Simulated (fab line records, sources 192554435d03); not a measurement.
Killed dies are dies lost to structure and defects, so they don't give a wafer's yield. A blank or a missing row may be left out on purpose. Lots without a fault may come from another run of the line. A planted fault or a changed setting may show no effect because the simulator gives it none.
Which tool did it? | flow n5_finfet | 15 lots, 45 wafers sampled, at 4 steps of a route of 1938

WHAT THE GAUGES READ, wafer by wafer
The record holds no reading of a measuring or inspecting step that can be judged against a usual standard deviation.

WHICH TOOL RAN EACH LOT (tool, then ch and the chambers of the sampled wafers, then the start)
lot  | N5_ZERO_LAYER_ETCH_18           | N5_WELL_APT_PEB_06               | N5_WELL_APT_DESCUM_13             | N5_PMOS_HMC_CHANNEL_EPI_EPI_26
L515 | rie_si-01 ch 1,3, day 1 12:48   | litho_track-01 ch 0, day 1 13:28 | rie_diel-04 ch 1,2,3, day 1 13:40 | epi_rpcvd-01 ch 0, day 1 19:21
L517 | rie_si-06 ch 0,2,3, day 2 00:49 | litho_track-03 ch 0, day 2 01:37 | rie_diel-04 ch 0,1, day 2 01:52   | epi_rpcvd-04 ch 0, day 2 08:40
L518 | rie_si-03 ch 1,2, day 2 06:55   | litho_track-04 ch 0, day 2 07:59 | rie_diel-04 ch 0,1,3, day 2 08:11 | epi_rpcvd-01 ch 0, day 2 14:05
L525 | rie_si-06 ch 0,2, day 4 00:55   | litho_track-01, day 4 01:41      | rie_diel-01 ch 1,2, day 4 01:53   | -
L526 | rie_si-06 ch 0,1,3, day 4 06:47 | litho_track-04, day 4 07:34      | rie_diel-01 ch 0,1,3, day 4 07:47 | -
L527 | rie_si-01 ch 0,1,3, day 4 12:47 | litho_track-03, day 4 13:26      | rie_diel-01 ch 0,2,3, day 4 13:41 | -
L528 | rie_si-01 ch 0,1,3, day 4 18:47 | litho_track-01 ch 0, day 4 19:26 | rie_diel-01 ch 1,3, day 4 19:41   | epi_rpcvd-02 ch 0, day 5 01:26
L529 | rie_si-03 ch 1,2, day 5 00:47   | litho_track-03 ch 0, day 5 01:34 | rie_diel-03 ch 0,1,2, day 5 01:47 | epi_rpcvd-01 ch 0, day 5 07:36
L530 | rie_si-01 ch 0,1,2, day 5 06:55 | litho_track-03 ch 0, day 5 07:44 | rie_diel-04 ch 0,2,3, day 5 08:01 | epi_rpcvd-04 ch 0, day 5 13:42
L532 | rie_si-01 ch 1,3, day 5 18:55   | litho_track-04 ch 0, day 5 19:42 | rie_diel-04 ch 1,3, day 5 20:50   | epi_rpcvd-01 ch 0, day 6 03:00
L533 | rie_si-01 ch 0,1,2, day 6 00:55 | litho_track-01 ch 0, day 6 01:41 | rie_diel-04 ch 0,1,2, day 6 01:54 | epi_rpcvd-02 ch 0, day 6 08:11
L534 | rie_si-06 ch 1,2,3, day 6 07:23 | litho_track-03 ch 0, day 6 08:11 | rie_diel-03 ch 0,3, day 6 08:23   | epi_rpcvd-04 ch 0, day 6 14:21
L536 | rie_si-06 ch 1,2,3, day 6 18:55 | litho_track-03 ch 0, day 6 19:34 | rie_diel-04 ch 1,2,3, day 6 19:55 | epi_rpcvd-04 ch 0, day 7 02:25
L537 | rie_si-03 ch 0,2,3, day 7 00:49 | litho_track-03 ch 0, day 7 01:30 | rie_diel-04 ch 1,3, day 7 01:43   | epi_rpcvd-04 ch 0, day 7 07:30
L538 | rie_si-01 ch 0,1,3, day 7 06:59 | litho_track-03 ch 0, day 7 07:44 | rie_diel-03 ch 0,1, day 7 07:56   | epi_rpcvd-04 ch 0, day 7 14:15
- N5_ZERO_LAYER_ETCH_18: etches Si in HBr/Cl2, target depth 120 nm, time 40 s.
- N5_WELL_APT_PEB_06: peb time 90 s.
- N5_WELL_APT_DESCUM_13: chemistry O2, time 7.9 s.
- N5_PMOS_HMC_CHANNEL_EPI_EPI_26: deposits Si from SiH4/H2, target thk 3.8 nm, time 22.7 s.

WHAT THE TOOLS THEMSELVES READ (means of the sampled wafers that have a number; where no wafer has one, the mark that the record gives instead)
N5_ZERO_LAYER_ETCH_18. Usual: drypump_motor_current_A 5.8 A, standard deviation 0.46; oes_product_au 0.998 a.u., standard deviation 0.016; throttle_valve_pct 36.4 %, standard deviation 0.46.
lot  | tool      | drypump_motor_current_A (A) | oes_product_au (a.u.) | throttle_valve_pct (%) | flag
L515 | rie_si-01 | 5.4                         | 0.991                 | 36.3                   |
L517 | rie_si-06 | 5.6                         | 1.011                 | 36.3                   |
L518 | rie_si-03 | 6.3                         | 0.997                 | 36.1                   |
L525 | rie_si-06 | 5.5                         | 1.005                 | 36.3                   |
L526 | rie_si-06 | 5.8                         | 1.016                 | 36.5                   |
L527 | rie_si-01 | 5.7                         | 0.991                 | 36.6                   |
L528 | rie_si-01 | 5.7                         | 0.990                 | 36.6                   |
L529 | rie_si-03 | 6.1                         | 1.009                 | 36.2                   |
L530 | rie_si-01 | 5.6                         | 0.995                 | 36.8                   |
L532 | rie_si-01 | 5.5                         | 0.987                 | 36.0                   |
L533 | rie_si-01 | 5.6                         | 0.994                 | 36.7                   |
L534 | rie_si-06 | 6.1                         | 1.005                 | 36.4                   |
L536 | rie_si-06 | 6.1                         | 1.005                 | 36.4                   |
L537 | rie_si-03 | 5.9                         | 0.993                 | 36.1                   |
L538 | rie_si-01 | 5.7                         | 0.990                 | 36.5                   |

N5_WELL_APT_PEB_06. Usual: chill_plate_temp_C 23.02 C, standard deviation 0.1; exhaust_pa 45.2 Pa, standard deviation 0.74; plate_temp_C 130.03 C, standard deviation 0.15.
lot  | tool           | chill_plate_temp_C (C) | exhaust_pa (Pa) | plate_temp_C (C) | flag
L515 | litho_track-01 | 23.02                  | 46.3            | 130.18           |
L517 | litho_track-03 | 23.11                  | 44.8            | 130.31           |
L518 | litho_track-04 | 22.93                  | 45.1            | 129.94           |
L525 | litho_track-01 | -                      | -               | -                | OFF
L526 | litho_track-04 | -                      | -               | -                | OFF
L527 | litho_track-03 | -                      | -               | -                | OFF
L528 | litho_track-01 | 23.11                  | 45.5            | 130.05           |
L529 | litho_track-03 | 22.99                  | 45.7            | 130.18           |
L530 | litho_track-03 | 22.97                  | 45.4            | 130.17           |
L532 | litho_track-04 | 23.01                  | 45.2            | 129.98           |
L533 | litho_track-01 | 22.92                  | 45.1            | 130.09           |
L534 | litho_track-03 | 23.00                  | 44.6            | 130.17           |
L536 | litho_track-03 | 23.13                  | 44.3            | 130.11           |
L537 | litho_track-03 | 23.05                  | 44.6            | 129.91           |
L538 | litho_track-03 | 23.09                  | 45.2            | 130.12           |

N5_WELL_APT_DESCUM_13. Usual: drypump_motor_current_A 5.65 A, standard deviation 0.23; oes_product_au 0.76 a.u., standard deviation 0.067; rf_vpp_V 243.2 V, standard deviation 1.2; showerhead_plenum_p_Torr 2.11 Torr, standard deviation 0.064; throttle_valve_pct 20.53 %, standard deviation 0.25.
lot  | tool        | drypump_motor_current_A (A) | oes_product_au (a.u.) | rf_vpp_V (V) | showerhead_plenum_p_Torr (Torr) | throttle_valve_pct (%) | flag
L515 | rie_diel-04 | 5.51                        | 0.74                  | 243.5        | 2.15                            | 20.62                  |
L517 | rie_diel-04 | 5.89                        | 0.70                  | 242.8        | 2.07                            | 20.75                  |
L518 | rie_diel-04 | 5.67                        | 0.73                  | 243.2        | 2.12                            | 20.81                  |
L525 | rie_diel-01 | 5.57                        | 0.86                  | 244.4        | 2.16                            | 20.40                  |
L526 | rie_diel-01 | 5.70                        | 0.82                  | 242.9        | 2.09                            | 20.22                  |
L527 | rie_diel-01 | 5.74                        | 0.78                  | 242.6        | 2.05                            | 20.39                  |
L528 | rie_diel-01 | 5.63                        | 0.82                  | 244.1        | 2.14                            | 20.22                  |
L529 | rie_diel-03 | 5.74                        | 0.77                  | 243.3        | 2.10                            | 20.52                  |
L530 | rie_diel-04 | 5.50                        | 0.72                  | 244.0        | 2.15                            | 20.74                  |
L532 | rie_diel-04 | 5.47                        | 0.74                  | 243.7        | 2.15                            | 20.78                  |
L533 | rie_diel-04 | 5.72                        | 0.69                  | 242.9        | 2.10                            | 20.70                  |
L534 | rie_diel-03 | 5.57                        | 0.74                  | 242.5        | 2.05                            | 20.39                  |
L536 | rie_diel-04 | 5.51                        | 0.71                  | 243.7        | 2.14                            | 20.66                  |
L537 | rie_diel-04 | 5.43                        | 0.74                  | 244.3        | 2.15                            | 20.80                  |
L538 | rie_diel-03 | 5.71                        | 0.77                  | 242.1        | 2.05                            | 20.64                  |

N5_PMOS_HMC_CHANNEL_EPI_EPI_26. Usual: throttle_valve_pct 11.3 %, standard deviation 0.31.
lot  | tool         | throttle_valve_pct (%) | flag
L515 | epi_rpcvd-01 | 11.7                   |
L517 | epi_rpcvd-04 | 11.1                   |
L518 | epi_rpcvd-01 | 11.7                   |
L528 | epi_rpcvd-02 | 11.1                   |
L529 | epi_rpcvd-01 | 11.4                   |
L530 | epi_rpcvd-04 | 11.1                   |
L532 | epi_rpcvd-01 | 11.5                   |
L533 | epi_rpcvd-02 | 10.9                   |
L534 | epi_rpcvd-04 | 11.0                   |
L536 | epi_rpcvd-04 | 11.1                   |
L537 | epi_rpcvd-04 | 11.0                   |
L538 | epi_rpcvd-04 | 11.0                   |

THE ANSWER, worked out from the rows above alone
Rule: a lot is off if the mean of its wafers that have a number lies more than 3 standard deviations from the usual mean. A lot without any number at a reading at which 4 lots or more have one is off too. The other lots that the step has rows for count as sound. The gauges are gone through in route order, then the tools' own readings, and for those a lot's mean is taken as printed above. The first step at which some lot is off is used, and at that step the reading that is off furthest; a lot without a number counts as furthest.
Off: L525, L526, L527, at N5_WELL_APT_PEB_06 (chill_plate_temp_C). Without a number there: L525, L526, L527.
A tool fits if, at that step or a process step before it, it ran every lot that is off, and no sound lot after the first of them. None of those tried fits.

WHAT THE SIMULATOR HAD PUT IN
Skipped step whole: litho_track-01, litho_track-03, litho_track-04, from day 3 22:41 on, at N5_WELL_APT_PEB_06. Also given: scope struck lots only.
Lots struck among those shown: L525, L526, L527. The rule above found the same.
